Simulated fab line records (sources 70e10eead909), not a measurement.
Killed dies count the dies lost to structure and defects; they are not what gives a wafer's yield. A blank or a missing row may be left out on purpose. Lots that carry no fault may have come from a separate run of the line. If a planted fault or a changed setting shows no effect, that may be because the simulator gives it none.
Matching of chambers :: flow nand-harc :: 4 sister chambers for NHARC_A_CONTACT_DESCUM_74 on rie-diel-07
The step chemistry O2, time 3 s. 4 wafers are shown with their chamber, then 7 later ones without.

## WAFERS PAIRED WITH THEIR CHAMBERS
wafer: L773.2
chamber: 2
drypump-motor-current-A (A): 6.7

wafer: L775.6
chamber: 0
drypump-motor-current-A (A): 6.2

wafer: L789.3
chamber: 1
drypump-motor-current-A (A): 5.7

wafer: L789.5
chamber: 3
drypump-motor-current-A (A): 5.3

## WAFERS MISSING THEIR CHAMBER
wafer: L789.6
drypump-motor-current-A (A): 6.7

wafer: L793.2
drypump-motor-current-A (A): 6.7

wafer: L793.4
drypump-motor-current-A (A): 5.4

wafer: L793.5
drypump-motor-current-A (A): 6.7

wafer: L792.2
drypump-motor-current-A (A): 5.7

wafer: L792.4
drypump-motor-current-A (A): 6.3

wafer: L792.5
drypump-motor-current-A (A): 5.3

## WHICH CHAMBER EACH ONE RAN IN
wafer: L789.6
from the rows above: 2
in truth: 2

wafer: L793.2
from the rows above: 2
in truth: 2

wafer: L793.4
from the rows above: 3
in truth: 3

wafer: L793.5
from the rows above: 2
in truth: 2

wafer: L792.2
from the rows above: 1
in truth: 1

wafer: L792.4
from the rows above: 0
in truth: 0

wafer: L792.5
from the rows above: 3
in truth: 3
Placed correctly: 7 of 7. From these rows, 0 cannot be placed. Placed wrongly: 0.
How it was worked out, from the rows above alone: a wafer's distance from a chamber is the root of the sum, over the readings, of the square of ((its reading less the chamber's mean) divided by the reading's scatter). The wafer belongs to the nearest chamber; if the next one is less than 2 further off, it can't be placed. For every chamber, the mean is computed from those of its wafers that are shown. The scatter: with one shown wafer a chamber, the root of the mean of the squares of how far each hidden wafer lies from its nearest shown one.
